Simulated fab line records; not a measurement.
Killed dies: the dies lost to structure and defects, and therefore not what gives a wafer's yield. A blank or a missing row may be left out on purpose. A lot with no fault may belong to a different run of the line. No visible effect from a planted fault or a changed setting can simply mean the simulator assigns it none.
fab line records | flow n5Finfet
record lots=9 wafers=25 lastDay=18
route steps=1938 shown MOL_CONTACT_COAG@587 BEOL_M4@1111 PASSIVATION@1936
lots untouched by any fault: they come from a run of this same line in which no faults occurred
startH: hours from the record's opening day to when the first of the lot's shown wafers began | waitH: hours elapsed since this lot's preceding step | " the same as in the row above | L1.1+2: a row that stands for several wafers | - no value, or no start given | * or withheld: withheld | < > ~ a bound
route shown NAME@n: NAME is a module with steps in the file, n the number in the route of the first one | usual: mean/standard deviation taken from wafers without a fault | same: alike in all rows | chamber/n: place in a boat | sites: readings site by site | _std_site: the standard deviation of these | _edge_site: inner sites' mean taken away from outer sites' mean | radiusMm: for every site, how far away it sits from the centre of the wafer | mask NAME#n: copy n | behind: tool/chamber where the wafer was last shaped | hold: what put the lot on hold/how long, in hours/how the hold closed | device: the transistor (n, p or np) that didn't switch | end of line: tests run on the same wafers once the route is complete | where a step has no rows: the recipe by itself | killed: the dies lost at the first sort to structure and to defects; this is not the yield of the wafer | map: the dies of a wafer, with x for killed, . for not killed, _ for no die there
set.NAME: the setting the step ran with; set.NAME@STEP: the setting that earlier step ran with | model.NAME: the simulator's own value behind a step, which no gauge read
steps of the route over a sample of lots; a table a step, a row a wafer
services: when a tool's chamber went out of use (startH, in hours from the record's first day, below 0 if earlier), for how many hours, and the reason
## steps
# step N5_MOL_CONTACT_COAG_STRIP_96
# recipe chemistry=N2/H2 powerW=500 tempC=40 pressureMtorr=50 rfFrequencyHz=6e+07 overashFraction=0.3 biasPowerW=28 h2Frac=0.5 n2FlowSccm=300 h2FlowSccm=300
# usual drypumpMotorCurrentA=5.6/0.48 oesProductAu=0.80/0.089 rfVppV=122.1/1.3 showerheadPlenumPTorr=3.41/0.12 throttleValvePct=18.94/0.27
# columns lot.wafer tool chamber startH waitH drypumpMotorCurrentA oesProductAu rfHoursCounterH rfVppV showerheadPlenumPTorr throttleValvePct
L479.1 rieDiel-01 2 118.80 0.0 5.3 0.80 95 122.0 3.25 19.16
L479.2 " 3 " " 5.4 0.82 76 120.2 3.26 18.84
L479.5 " 0 " " 6.2 0.71 - 122.2 3.34 19.27
L480.2 rieDiel-06 3 128.52 0.0 5.7 0.69 220 121.4 3.45 19.12
L480.4 " 2 " " 5.9 0.72 197 121.8 3.33 18.96
L480.6 " 2 " " 5.8 0.73 - 122.0 3.34 18.95
L488.2 rieDiel-05 1 176.98 0.0 6.1 0.92 17 123.0 3.42 18.77
L488.3 " 3 " " 5.0 0.90 26 122.0 3.56 18.29
L490.4 rieDiel-05 0 188.03 0.0 5.5 0.86 41 121.4 3.28 18.65
L490.6 " 1 " " 6.1 0.90 - 123.0 3.41 18.75
L491.1 rieDiel-06 3 192.56 0.0 5.7 0.69 241 122.2 3.44 19.15
L491.5 " 0 " " 4.8 0.84 - 125.6 3.53 18.70
L491.6 " 1 " " 6.3 0.86 - 122.8 3.56 19.18
L493.2 rieDiel-06 1 203.31 0.0 6.2 0.86 49 123.9 3.56 19.18
L493.5 " 1 " " 6.3 0.86 - 122.6 3.56 19.20
L493.6 " 2 " " 5.8 0.71 - 122.9 3.32 19.00
L496.1 rieDiel-01 0 218.51 0.0 6.2 0.68 240 120.3 3.32 19.35
L496.5 " 1 " " 5.7 0.68 - 121.9 3.30 19.12
L496.6 " 0 " " 6.2 0.67 - 122.2 3.32 19.36
L498.1 rieDiel-06 2 238.09 0.0 5.8 0.70 234 123.8 3.31 19.01
L498.4 " 0 " " 4.8 0.82 - 124.2 3.52 18.72
L498.5 " 1 " " 6.2 0.85 - 124.0 3.55 19.22
L499.1 rieDiel-06 3 246.88 0.0 5.7 0.97 2 122.0 3.43 18.74
L499.3 " 1 " " 6.2 0.84 65 122.2 3.55 19.22
L499.5 " 0 " " 4.8 0.82 - 122.4 3.52 18.72
# step N5_MOL_CONTACT_COAG_OVL_MEAS_41
# recipe pointsPerWafer=522
# usual VD_OVL=0.0/0.74
# columns lot.wafer tool chamber startH waitH VD_OVL[nm]
L479.1 overlay-02 0 119.54 0.0 -1.9
L479.2 " 0 " " 0.5
L479.5 " 0 " " -1.2
L480.2 overlay-02 0 129.26 0.0 -0.7
L480.4 " 0 " " -0.1
L480.6 " 0 " " -0.8
L488.2 overlay-01 0 177.60 0.0 0.8
L488.3 " 0 " " 1.0
L490.4 overlay-01 0 188.79 0.0 0.0
L490.6 " 0 " " -0.5
L491.1 overlay-01 0 193.18 0.0 0.0
L491.5 " 0 " " -0.2
L491.6 " 0 " " -0.7
L493.2 overlay-02 0 204.06 0.0 -0.8
L493.5 " 0 " " -0.1
L493.6 " 0 " " -0.5
L496.1 overlay-02 0 219.25 0.0 -0.4
L496.5 " 0 " " -0.7
L496.6 " 0 " " -0.1
L498.1 overlay-01 0 238.94 0.0 1.7
L498.4 " 0 " " -0.8
L498.5 " 0 " " 0.4
L499.1 overlay-02 0 247.77 0.0 0.4
L499.3 " 0 " " 0.9
L499.5 " 0 " " 0.4
# step N5_MOL_CONTACT_COAG_ETCH_65
# recipe chemistry=N2/H2 target=underlayer targetDepthA=130 maskMaterial=CAR-EUV timeS=10.4 ionEnergyEv=200 pressureMtorr=30 sourceW=840 biasW=150 n2FlowSccm=200 h2FlowSccm=200 ends=cleared
# usual drypumpMotorCurrentA=5.6/0.38 etchRfOnTimeS=10.34/0.19 oesProductAu=0.69/0.076 rfVppV=523.4/2.4 showerheadPlenumPTorr=2.52/0.079 throttleValvePct=17.82/0.26
# columns lot.wafer tool chamber startH waitH drypumpMotorCurrentA etchRfOnTimeS oesProductAu rfHoursCounterH rfVppV showerheadPlenumPTorr throttleValvePct
L479.1 rieDiel-06 3 119.67 0.0 5.6 10.56 0.60 216 526.0 2.62 18.21
L479.2 " 2 " " 5.8 10.41 0.62 193 521.8 2.52 17.99
L479.5 " 3 " " 5.7 10.56 0.59 - 525.6 2.62 18.19
L480.2 rieDiel-05 2 129.38 0.0 5.6 10.04 0.76 50 522.2 2.47 17.97
L480.4 " 3 " " 5.0 10.29 0.79 11 528.6 2.71 17.53
L480.6 " 3 " " 5.0 10.37 0.78 - 530.9 2.71 17.53
L488.2 rieDiel-01 0 177.72 0.0 6.2 10.60 0.59 225 522.7 2.52 18.30
L488.3 " 1 " " 5.6 10.60 0.58 224 522.2 2.50 17.99
L490.4 rieDiel-06 0 188.90 0.0 4.8 10.27 0.73 64 527.7 2.68 17.87
L490.6 " 3 " " 5.7 10.50 0.58 - 525.6 2.61 18.24
L491.1 rieDiel-05 0 193.31 0.0 5.5 10.38 0.74 42 521.3 2.48 17.58
L491.5 " 3 " " 5.0 10.21 0.75 - 528.8 2.70 17.56
L491.6 " 0 " " 5.5 10.44 0.73 - 521.6 2.48 17.59
L493.2 rieDiel-01 2 204.23 0.0 5.3 10.38 0.66 124 523.1 2.45 17.78
L493.5 " 2 " " 5.3 10.36 0.66 - 520.6 2.45 17.78
L493.6 " 3 " " 5.4 10.39 0.67 - 521.8 2.46 17.59
L496.1 rieDiel-05 2 219.44 0.0 5.6 10.01 0.73 83 521.8 2.46 18.04
L496.5 " 1 " " 6.1 10.10 0.77 - 525.5 2.58 17.57
L496.6 " 2 " " 5.7 10.03 0.72 - 522.4 2.46 18.06
L498.1 rieDiel-01 3 239.19 0.0 5.4 10.38 0.67 118 521.6 2.45 17.61
L498.4 " 2 " " 5.3 10.18 0.65 136 519.9 2.44 17.82
L498.5 " 1 " " 5.7 10.34 0.59 - 524.3 2.50 18.01
L499.1 rieDiel-05 1 247.90 0.0 6.1 10.14 0.75 41 525.3 2.58 17.57
L499.3 " 2 " " 5.7 10.03 0.73 92 521.4 2.46 18.06
L499.5 " 1 " " 6.1 10.25 0.75 - 526.1 2.58 17.57
# step N5_MOL_CONTACT_COAG_ALD_133
# recipe material=SiO2 targetThkA=50 tempC=100 aldPrecursorFamily=BDEAS aldCoReactant=O2-plasma pulseTimeS=1 coReactantPulseTimeS=1 purgeTimeS=2 coReactantPurgeTimeS=2 aldCycles=35 pressureTorr=2
# usual aldCycles=35/0 heaterPowerW=80/7.1 precursorPulseHeightRel=1.000/0.02
# columns lot.wafer tool chamber startH waitH aldCycles heaterPowerW precursorPulseHeightRel
L479.1 aldSin-03 3 119.77 0.1 35 87 1.028
L479.2 " 2 " " 35 70 0.976
L479.5 " 2 " " 35 70 0.975
L480.2 aldSin-04 3 129.48 0.1 35 86 0.996
L480.4 " 2 " " 35 80 1.006
L480.6 " 1 " " 35 80 0.995
L488.2 aldSin-01 2 177.94 0.2 31 78 1.000
L488.3 " 0 " " 35 76 1.025
L490.4 aldSin-01 0 189.32 0.4 31 75 1.015
L490.6 " 3 " " 35 66 1.008
L491.1 aldSin-03 0 193.41 0.1 35 83 1.015
L491.5 " 3 " " 35 85 1.028
L491.6 " 2 " " 35 72 0.997
L493.2 aldSin-03 1 204.33 0.1 35 84 1.008
L493.5 " 3 " " 35 88 0.988
L493.6 " 2 " " 35 68 0.964
L496.1 aldSin-04 3 219.54 0.1 35 84 1.032
L496.5 " 1 " " 35 78 1.031
L496.6 " 2 " " 35 75 1.001
L498.1 aldSin-01 0 239.29 0.1 35 75 1.011
L498.4 " 1 " " 35 90 1.006
L498.5 " 3 " " 35 68 1.015
L499.1 aldSin-01 0 248.78 0.8 35 76 0.998
L499.3 " 1 " " 35 91 0.988
L499.5 " 2 " " 35 81 1.019
# step N5_BEOL_M4_RC_MEAS_101
# usual DIBL_N=35.7/1.3 DIBL_P=35.4/1.8 IOFF_N=0.152/0.027 IOFF_P=0.20/0.034 ION_N=672/9.8 ION_P=461/7.5 SS_N=71.4/0.55 SS_P=73.1/0.61 VT_N=251/3.3 VT_P=-251/3.6
# columns lot.wafer tool chamber startH waitH DIBL_N[mV/V] DIBL_P[mV/V] IOFF_N[nA/um] IOFF_P[nA/um] ION_N[uA/um] ION_P[uA/um] SS_N[mV/dec] SS_P[mV/dec] VT_N[mV] VT_P[mV]
L479.1 prober-02 0 181.19 0.0 34.3 36.0 0.149 0.18 676 457 70.9 72.8 252 -255
L479.2 " 0 " " 34.6 34.9 0.144 0.17 664 455 71.6 72.0 254 -253
L479.5 " 0 " " 33.5 35.0 0.146 0.17 670 459 70.7 73.0 251 -252
L480.2 prober-01 0 191.24 0.2 35.8 36.2 0.162 0.18 676 452 71.3 73.1 253 -258
L480.4 " 0 " " 36.4 37.6 0.186 0.19 688 469 71.3 73.7 246 -252
L480.6 " 0 " " 36.6 37.3 0.188 0.19 673 453 72.3 73.8 251 -253
L488.2 prober-02 0 240.16 0.2 35.2 34.3 0.139 0.16 649 445 71.2 73.1 252 -256
L488.3 " 0 " " 34.1 33.3 0.125 0.15 659 449 70.1 73.0 251 -256
L491.1 prober-01 0 256.09 0.0 35.6 34.7 0.137 0.17 675 451 71.7 73.1 254 -254
L491.5 " 0 " " 35.8 35.1 0.145 0.18 665 456 71.5 73.2 253 -256
L491.6 " 0 " " 37.4 37.0 0.172 0.21 670 454 71.8 73.4 250 -251
L490.4 prober-01 0 261.05 0.5 36.3 37.1 0.163 0.23 668 465 71.2 72.8 250 -247
L490.6 " 0 " " 35.8 35.7 0.149 0.20 663 460 71.9 72.5 250 -248
L493.2 prober-01 0 279.11 0.2 34.7 33.2 0.143 0.19 674 463 72.2 73.0 252 -249
L493.5 " 0 " " 33.4 31.7 0.122 0.17 666 462 71.8 73.3 254 -251
L493.6 " 0 " " 35.4 35.0 0.164 0.21 676 469 72.1 73.5 252 -249
L496.1 prober-02 0 281.59 0.6 33.4 34.1 0.116 0.15 656 451 71.0 72.4 256 -258
L496.5 " 0 " " 33.5 33.9 0.108 0.15 649 445 70.8 72.5 258 -256
L496.6 " 0 " " 36.0 36.6 0.151 0.18 663 452 71.3 73.1 251 -257
L498.1 prober-01 0 308.16 0.0 34.3 34.6 0.123 0.18 663 458 71.2 72.0 253 -252
L498.4 " 0 " " 36.4 36.6 0.150 0.20 673 464 71.5 73.5 250 -250
L498.5 " 0 " " 35.3 35.2 0.124 0.17 667 456 71.2 72.7 253 -251
L499.1 prober-02 0 318.48 0.0 34.8 33.5 0.121 0.19 674 459 70.5 73.0 254 -252
L499.3 " 0 " " 33.8 32.4 0.104 0.17 653 457 70.8 72.3 259 -253
L499.5 " 0 " " 35.4 34.7 0.132 0.20 668 467 71.3 73.0 252 -249
# step N5_PASSIVATION_PROBE_49
# usual defectLimitedYield=91.5/1.3 killed_at_M0_to_M3=33/11 killed_at_M4_up=14/5.3 killedAtContacts=11/6.3 killedAtFrontEnd=38/10 killedAtOther=3.7/2.8 killedDies=101/16 killedOpen=67/12 killedShort=32/7.4 sort_bin_5_function=5.0/0.86 sort_bin_6_memory=3.2/0.69 sort_bin_8_speed=0.00/0.007 sortNPass=1079/16 sortYieldPct=91.5/1.3
# same grossDies=1180 killedAtBackSide=0 sort_bin_4_leakage[%]=0
# columns lot.wafer tool chamber startH waitH defectLimitedYield[%] killed_at_M0_to_M3 killed_at_M4_up killedAtContacts killedAtFrontEnd killedAtOther killedDies killedOpen killedShort sort_bin_5_function[%] sort_bin_6_memory[%] sort_bin_8_speed[%] sortNPass sortYieldPct[%]
L488.2 prober-01 - 347.54 0.1 89.9 47 10 14 42 6 119 76 40 5.6 3.9 0 1061 89.9
L488.3 prober-01 - 347.59 0.1 88.3 53 19 12 51 3 138 94 43 7.5 4.0 0 1042 88.3
# killed by level:class
L488.2 STI_FIN_REVEAL:geometricParticle:open=16 BEOL_M0_SAQP:geometricParticle:open=15 MOL_CONTACT_COAG:geometricParticle:open=13 BEOL_M2:geometricParticle:open=8 FIN_SAQP:geometricParticle:short=7 BEOL_M0_SAQP:geometricParticle:short=7 BEOL_M1:geometricParticle:open=6 BEOL_M3:geometricParticle:open=4
L488.3 STI_FIN_REVEAL:geometricParticle:open=20 MOL_CONTACT_COAG:geometricParticle:open=11 BEOL_M0_SAQP:geometricParticle:short=11 BEOL_M1:geometricParticle:open=11 BEOL_M0_SAQP:geometricParticle:open=10 BEOL_M1:geometricParticle:short=8 STI_FIN_REVEAL:geometricParticle:short=6 BEOL_M2:geometricParticle:open=6
## services
# columns tool chamber startH hours kind
rieDiel-05 1 106.24 - clean
rieDiel-05 1 106.24 - consumableReplace:focusRing
rieDiel-05 1 106.24 21.1 scheduledDown
rieDiel-05 1 106.24 21.1 ventCycle
aldSin-03 - 143.78 28.1 pm
rieDiel-06 0 149.96 9.6 repair
aldSin-04 - 176.82 14.0 pm
rieDiel-06 - 186.01 2.8 pm
aldSin-01 - 186.80 0.8 pm
aldSin-03 - 187.19 2.6 repair
rieDiel-06 2 193.07 5.0 repair
aldSin-01 0 196.32 3.0 repair
aldSin-03 0 199.37 8.0 repair
rieDiel-06 3 217.63 - clean
rieDiel-06 3 217.63 - consumableReplace:focusRing
rieDiel-06 3 217.63 24.0 scheduledDown
rieDiel-06 3 217.63 24.0 ventCycle
aldSin-01 - 239.76 6.1 pm
aldSin-03 1 244.08 2.7 repair
aldSin-01 - 245.87 2.8 pm
rieDiel-01 0 246.77 - clean
rieDiel-01 0 246.77 - consumableReplace:focusRing
rieDiel-01 0 246.77 17.1 scheduledDown
rieDiel-06 0 248.46 12.2 repair
## key
firstSign step=N5_MOL_CONTACT_COAG_ALD_133 reading=aldCycles direction=down sigmas=99+ usual=* struck=*
effect none on later readings
metAt N5_MOL_CONTACT_COAG_ALD_133
struckLots L488,L490
struckWafers L488.2,L490.4
notActingAt N5_MOL_CONTACT_COAG_STRIP_96,N5_MOL_CONTACT_COAG_OVL_MEAS_41,N5_MOL_CONTACT_COAG_ETCH_65
fault kind=processParameterDrift tool=aldSin-01 chamber=- onsetH=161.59 steps=N5_MOL_CONTACT_COAG_ALD_133 channel=aldCycles offset=* shape=step endH=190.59 scope=struckWafersOnly actsIn=* stated=*
